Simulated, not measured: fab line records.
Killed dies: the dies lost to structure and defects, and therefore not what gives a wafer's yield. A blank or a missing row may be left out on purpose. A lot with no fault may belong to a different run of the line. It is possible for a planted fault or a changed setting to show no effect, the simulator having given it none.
Which tool did it? / flow n5-finfet / Sampling: 24 lots, 72 wafers, 3 of 1938 route steps

== WHAT EACH GAUGE READ, for each wafer ==
N5_DUMMY_GATE_CD_MEAS_15: the cd target is 25.8 nm. Usual: cd-nm 24.94 nm, standard deviation 0.25.
lot=L074; measured=day 2 21:01; on=cd-sem-01; cd-nm (nm)=24.51 25.06 24.76; flag=
lot=L075; measured=day 3 04:59; on=cd-sem-03; cd-nm (nm)=24.59 24.75 25.07; flag=
lot=L076; measured=day 3 12:21; on=cd-sem-03; cd-nm (nm)=25.10 24.86 25.02; flag=
lot=L077; measured=day 3 18:13; on=cd-sem-02; cd-nm (nm)=24.87 24.42 24.80; flag=
lot=L078; measured=day 4 02:16; on=cd-sem-02; cd-nm (nm)=24.57 24.99 24.96; flag=
lot=L079; measured=day 4 10:28; on=cd-sem-01; cd-nm (nm)=24.84 24.94 25.12; flag=
lot=L080; measured=day 4 10:59; on=cd-sem-03; cd-nm (nm)=25.29 24.83 24.70; flag=
lot=L081; measured=day 4 15:59; on=cd-sem-03; cd-nm (nm)=24.98 25.45 25.33; flag=
lot=L082; measured=day 4 22:08; on=cd-sem-03; cd-nm (nm)=24.72 25.10 24.88; flag=
lot=L083; measured=day 5 02:45; on=cd-sem-03; cd-nm (nm)=24.59 24.46 25.34; flag=
lot=L084; measured=day 5 11:52; on=cd-sem-03; cd-nm (nm)=24.83 25.25 25.09; flag=
lot=L085; measured=day 5 16:20; on=cd-sem-01; cd-nm (nm)=24.86 25.15 24.96; flag=
lot=L086; measured=day 6 00:39; on=cd-sem-02; cd-nm (nm)=25.07 25.02 25.14; flag=
lot=L087; measured=day 6 08:32; on=cd-sem-02; cd-nm (nm)=25.57 24.61 24.88; flag=
lot=L088; measured=day 6 11:24; on=cd-sem-03; cd-nm (nm)=24.78 24.95 24.66; flag=
lot=L089; measured=day 6 17:05; on=cd-sem-03; cd-nm (nm)=25.25 25.15 25.10; flag=
lot=L090; measured=day 6 22:48; on=cd-sem-02; cd-nm (nm)=24.79 24.97 24.93; flag=
lot=L091; measured=day 7 03:43; on=cd-sem-02; cd-nm (nm)=25.41 25.16 24.97; flag=
lot=L092; measured=day 7 08:31; on=cd-sem-03; cd-nm (nm)=24.80 25.25 24.93; flag=
lot=L093; measured=day 7 15:06; on=cd-sem-02; cd-nm (nm)=25.23 24.79 24.58; flag=
lot=L094; measured=day 7 22:04; on=cd-sem-02; cd-nm (nm)=25.00 24.75 24.77; flag=
lot=L095; measured=day 8 06:46; on=cd-sem-02; cd-nm (nm)=24.54 25.03 25.06; flag=
lot=L096; measured=day 8 09:38; on=cd-sem-01; cd-nm (nm)=24.77 24.70 24.77; flag=
lot=L097; measured=day 8 16:58; on=cd-sem-03; cd-nm (nm)=24.88 25.06 24.57; flag=

N5_DUMMY_GATE_CD_MEAS_50: the cd target is 14 nm. Usual: cd-nm 14.0 nm, standard deviation 0.38.
lot=L074; measured=day 2 21:32; on=cd-sem-02; cd-nm (nm)=14.3 13.9 14.4; flag=
lot=L075; measured=day 3 05:29; on=cd-sem-03; cd-nm (nm)=14.3 14.8 14.1; flag=
lot=L076; measured=day 3 12:57; on=cd-sem-03; cd-nm (nm)=14.0 13.6 13.9; flag=
lot=L077; measured=day 3 18:44; on=cd-sem-03; cd-nm (nm)=14.2 13.7 13.8; flag=
lot=L078; measured=day 4 02:46; on=cd-sem-01; cd-nm (nm)=13.7 14.0 14.2; flag=
lot=L079; measured=day 4 10:59; on=cd-sem-01; cd-nm (nm)=13.9 13.6 13.6; flag=
lot=L080; measured=day 4 11:47; on=cd-sem-03; cd-nm (nm)=13.5 13.8 14.0; flag=
lot=L081; measured=day 4 16:31; on=cd-sem-01; cd-nm (nm)=14.0 14.5 14.8; flag=
lot=L082; measured=day 4 22:54; on=cd-sem-03; cd-nm (nm)=14.6 14.8 14.6; flag=
lot=L083; measured=day 5 03:15; on=cd-sem-03; cd-nm (nm)=14.1 14.1 13.7; flag=
lot=L084; measured=day 5 12:23; on=cd-sem-02; cd-nm (nm)=14.5 14.4 14.3; flag=
lot=L085; measured=day 5 16:51; on=cd-sem-01; cd-nm (nm)=13.5 13.4 13.7; flag=
lot=L086; measured=day 6 01:10; on=cd-sem-02; cd-nm (nm)=14.1 14.2 13.8; flag=
lot=L087; measured=day 6 09:02; on=cd-sem-02; cd-nm (nm)=13.5 14.3 14.4; flag=
lot=L088; measured=day 6 11:55; on=cd-sem-02; cd-nm (nm)=14.3 14.3 13.4; flag=
lot=L089; measured=day 6 17:36; on=cd-sem-03; cd-nm (nm)=14.3 15.0 14.6; flag=
lot=L090; measured=day 6 23:20; on=cd-sem-02; cd-nm (nm)=14.4 14.6 13.9; flag=
lot=L091; measured=day 7 04:32; on=cd-sem-01; cd-nm (nm)=13.5 13.9 14.2; flag=
lot=L092; measured=day 7 09:01; on=cd-sem-03; cd-nm (nm)=14.0 14.3 14.3; flag=
lot=L093; measured=day 7 16:53; on=cd-sem-02; cd-nm (nm)=14.1 13.7 14.1; flag=
lot=L094; measured=day 7 22:35; on=cd-sem-03; cd-nm (nm)=13.8 13.9 13.8; flag=
lot=L095; measured=day 8 07:16; on=cd-sem-03; cd-nm (nm)=13.6 13.7 13.4; flag=
lot=L096; measured=day 8 10:09; on=cd-sem-01; cd-nm (nm)=13.8 13.8 14.7; flag=
lot=L097; measured=day 8 18:17; on=cd-sem-02; cd-nm (nm)=14.3 14.3 13.9; flag=

== WHAT TOOL EACH LOT RAN ON (gives the tool, then ch and the chambers of the sampled wafers, and finally the start) ==
lot=L074; N5_DUMMY_GATE_DESCUM_20=rie-diel-03 ch 0,1,2, day 2 21:09
lot=L075; N5_DUMMY_GATE_DESCUM_20=rie-diel-06 ch 0,1, day 3 05:07
lot=L076; N5_DUMMY_GATE_DESCUM_20=rie-diel-06 ch 0,2,3, day 3 12:31
lot=L077; N5_DUMMY_GATE_DESCUM_20=rie-diel-06 ch 1,2, day 3 18:21
lot=L078; N5_DUMMY_GATE_DESCUM_20=rie-diel-06 ch 2,3, day 4 02:24
lot=L079; N5_DUMMY_GATE_DESCUM_20=rie-diel-05 ch 2,3, day 4 10:36
lot=L080; N5_DUMMY_GATE_DESCUM_20=rie-diel-06 ch 0,1, day 4 11:07
lot=L081; N5_DUMMY_GATE_DESCUM_20=rie-diel-06 ch 1,2, day 4 16:07
lot=L082; N5_DUMMY_GATE_DESCUM_20=rie-diel-06 ch 1,2, day 4 22:16
lot=L083; N5_DUMMY_GATE_DESCUM_20=rie-diel-03 ch 0,2,3, day 5 02:53
lot=L084; N5_DUMMY_GATE_DESCUM_20=rie-diel-05 ch 0,1, day 5 12:00
lot=L085; N5_DUMMY_GATE_DESCUM_20=rie-diel-05 ch 1,2, day 5 16:29
lot=L086; N5_DUMMY_GATE_DESCUM_20=rie-diel-05 ch 0,1,2, day 6 00:47
lot=L087; N5_DUMMY_GATE_DESCUM_20=rie-diel-03 ch 2,3, day 6 08:40
lot=L088; N5_DUMMY_GATE_DESCUM_20=rie-diel-05 ch 0,1, day 6 11:32
lot=L089; N5_DUMMY_GATE_DESCUM_20=rie-diel-03 ch 1,2,3, day 6 17:14
lot=L090; N5_DUMMY_GATE_DESCUM_20=rie-diel-05 ch 0,2,3, day 6 22:56
lot=L091; N5_DUMMY_GATE_DESCUM_20=rie-diel-05 ch 1,2,3, day 7 03:54
lot=L092; N5_DUMMY_GATE_DESCUM_20=rie-diel-06 ch 1,2,3, day 7 08:38
lot=L093; N5_DUMMY_GATE_DESCUM_20=rie-diel-03 ch 0,2, day 7 16:26
lot=L094; N5_DUMMY_GATE_DESCUM_20=rie-diel-03 ch 1,2,3, day 7 22:12
lot=L095; N5_DUMMY_GATE_DESCUM_20=rie-diel-05 ch 1,3, day 8 06:53
lot=L096; N5_DUMMY_GATE_DESCUM_20=rie-diel-03 ch 1,2,3, day 8 09:46
lot=L097; N5_DUMMY_GATE_DESCUM_20=rie-diel-06 ch 0,3, day 8 17:36
- N5_DUMMY_GATE_DESCUM_20: chemistry O2, time 6.2 s.

== WHAT THE TOOLS THEMSELVES READ (means of the sampled wafers that have a number; where no wafer has one, the mark that the record gives instead) ==
N5_DUMMY_GATE_DESCUM_20. Usual: drypump-motor-current-A 5.42 A, standard deviation 0.29; oes-product-au 0.75 a.u., standard deviation 0.08; rf-vpp-V 243.7 V, standard deviation 1.1; showerhead-plenum-p-Torr 2.12 Torr, standard deviation 0.045; throttle-valve-pct 20.46 %, standard deviation 0.21.
lot=L074; tool=rie-diel-03; drypump-motor-current-A (A)=5.48; oes-product-au (a.u.)=0.79; rf-vpp-V (V)=244.2; showerhead-plenum-p-Torr (Torr)=2.14; throttle-valve-pct (%)=20.32; flag=
lot=L075; tool=rie-diel-06; drypump-motor-current-A (A)=5.19; oes-product-au (a.u.)=0.76; rf-vpp-V (V)=244.4; showerhead-plenum-p-Torr (Torr)=2.19; throttle-valve-pct (%)=20.38; flag=
lot=L076; tool=rie-diel-06; drypump-motor-current-A (A)=5.45; oes-product-au (a.u.)=0.76; rf-vpp-V (V)=243.2; showerhead-plenum-p-Torr (Torr)=2.14; throttle-valve-pct (%)=20.57; flag=
lot=L077; tool=rie-diel-06; drypump-motor-current-A (A)=5.75; oes-product-au (a.u.)=0.74; rf-vpp-V (V)=243.5; showerhead-plenum-p-Torr (Torr)=2.12; throttle-valve-pct (%)=20.68; flag=
lot=L078; tool=rie-diel-06; drypump-motor-current-A (A)=5.71; oes-product-au (a.u.)=0.75; rf-vpp-V (V)=243.4; showerhead-plenum-p-Torr (Torr)=2.10; throttle-valve-pct (%)=20.71; flag=
lot=L079; tool=rie-diel-05; drypump-motor-current-A (A)=5.43; oes-product-au (a.u.)=0.75; rf-vpp-V (V)=243.2; showerhead-plenum-p-Torr (Torr)=2.11; throttle-valve-pct (%)=20.38; flag=
lot=L080; tool=rie-diel-06; drypump-motor-current-A (A)=5.32; oes-product-au (a.u.)=0.73; rf-vpp-V (V)=244.7; showerhead-plenum-p-Torr (Torr)=2.16; throttle-valve-pct (%)=20.43; flag=
lot=L081; tool=rie-diel-06; drypump-motor-current-A (A)=5.75; oes-product-au (a.u.)=0.73; rf-vpp-V (V)=243.9; showerhead-plenum-p-Torr (Torr)=2.11; throttle-valve-pct (%)=20.68; flag=
lot=L082; tool=rie-diel-06; drypump-motor-current-A (A)=5.61; oes-product-au (a.u.)=0.72; rf-vpp-V (V)=243.7; showerhead-plenum-p-Torr (Torr)=2.12; throttle-valve-pct (%)=20.59; flag=
lot=L083; tool=rie-diel-03; drypump-motor-current-A (A)=5.46; oes-product-au (a.u.)=0.71; rf-vpp-V (V)=242.8; showerhead-plenum-p-Torr (Torr)=2.10; throttle-valve-pct (%)=20.42; flag=
lot=L084; tool=rie-diel-05; drypump-motor-current-A (A)=5.16; oes-product-au (a.u.)=0.80; rf-vpp-V (V)=243.5; showerhead-plenum-p-Torr (Torr)=2.11; throttle-valve-pct (%)=20.43; flag=
lot=L085; tool=rie-diel-05; drypump-motor-current-A (A)=5.63; oes-product-au (a.u.)=0.80; rf-vpp-V (V)=243.7; showerhead-plenum-p-Torr (Torr)=2.11; throttle-valve-pct (%)=20.25; flag=
lot=L086; tool=rie-diel-05; drypump-motor-current-A (A)=5.40; oes-product-au (a.u.)=0.78; rf-vpp-V (V)=243.5; showerhead-plenum-p-Torr (Torr)=2.11; throttle-valve-pct (%)=20.34; flag=
lot=L087; tool=rie-diel-03; drypump-motor-current-A (A)=5.16; oes-product-au (a.u.)=0.70; rf-vpp-V (V)=243.8; showerhead-plenum-p-Torr (Torr)=2.11; throttle-valve-pct (%)=20.57; flag=
lot=L088; tool=rie-diel-05; drypump-motor-current-A (A)=5.15; oes-product-au (a.u.)=0.79; rf-vpp-V (V)=244.2; showerhead-plenum-p-Torr (Torr)=2.11; throttle-valve-pct (%)=20.43; flag=
lot=L089; tool=rie-diel-03; drypump-motor-current-A (A)=5.22; oes-product-au (a.u.)=0.74; rf-vpp-V (V)=243.6; showerhead-plenum-p-Torr (Torr)=2.14; throttle-valve-pct (%)=20.51; flag=
lot=L090; tool=rie-diel-05; drypump-motor-current-A (A)=5.33; oes-product-au (a.u.)=0.71; rf-vpp-V (V)=243.9; showerhead-plenum-p-Torr (Torr)=2.12; throttle-valve-pct (%)=20.50; flag=
lot=L091; tool=rie-diel-05; drypump-motor-current-A (A)=5.48; oes-product-au (a.u.)=0.80; rf-vpp-V (V)=244.1; showerhead-plenum-p-Torr (Torr)=2.10; throttle-valve-pct (%)=20.27; flag=
lot=L092; tool=rie-diel-06; drypump-motor-current-A (A)=5.57; oes-product-au (a.u.)=0.72; rf-vpp-V (V)=243.1; showerhead-plenum-p-Torr (Torr)=2.10; throttle-valve-pct (%)=20.65; flag=
lot=L093; tool=rie-diel-03; drypump-motor-current-A (A)=5.49; oes-product-au (a.u.)=0.70; rf-vpp-V (V)=243.5; showerhead-plenum-p-Torr (Torr)=2.08; throttle-valve-pct (%)=20.44; flag=
lot=L094; tool=rie-diel-03; drypump-motor-current-A (A)=5.22; oes-product-au (a.u.)=0.74; rf-vpp-V (V)=244.9; showerhead-plenum-p-Torr (Torr)=2.14; throttle-valve-pct (%)=20.52; flag=
lot=L095; tool=rie-diel-05; drypump-motor-current-A (A)=5.40; oes-product-au (a.u.)=0.87; rf-vpp-V (V)=243.1; showerhead-plenum-p-Torr (Torr)=2.06; throttle-valve-pct (%)=20.18; flag=
lot=L096; tool=rie-diel-03; drypump-motor-current-A (A)=5.24; oes-product-au (a.u.)=0.73; rf-vpp-V (V)=244.3; showerhead-plenum-p-Torr (Torr)=2.14; throttle-valve-pct (%)=20.53; flag=
lot=L097; tool=rie-diel-06; drypump-motor-current-A (A)=5.16; oes-product-au (a.u.)=0.72; rf-vpp-V (V)=244.5; showerhead-plenum-p-Torr (Torr)=2.16; throttle-valve-pct (%)=20.46; flag=

== THE ANSWER, worked out from the rows above alone ==
Rule: take the mean of a lot's wafers that have a number; if it is more than 3 standard deviations from the usual mean, the lot is off. Also off: a lot with no number at a reading for which 4 or more lots have one. The other lots that the step has rows for count as sound. First the gauges in route order, then the tools' own readings, where a lot's mean is used as printed above. The first step at which some lot is off is used, and at that step the reading that is off furthest; a lot without a number counts as furthest.
Across all readings shown, no lot is off: no conclusion can be drawn from this.

== WHAT THE SIMULATOR PUT IN ==
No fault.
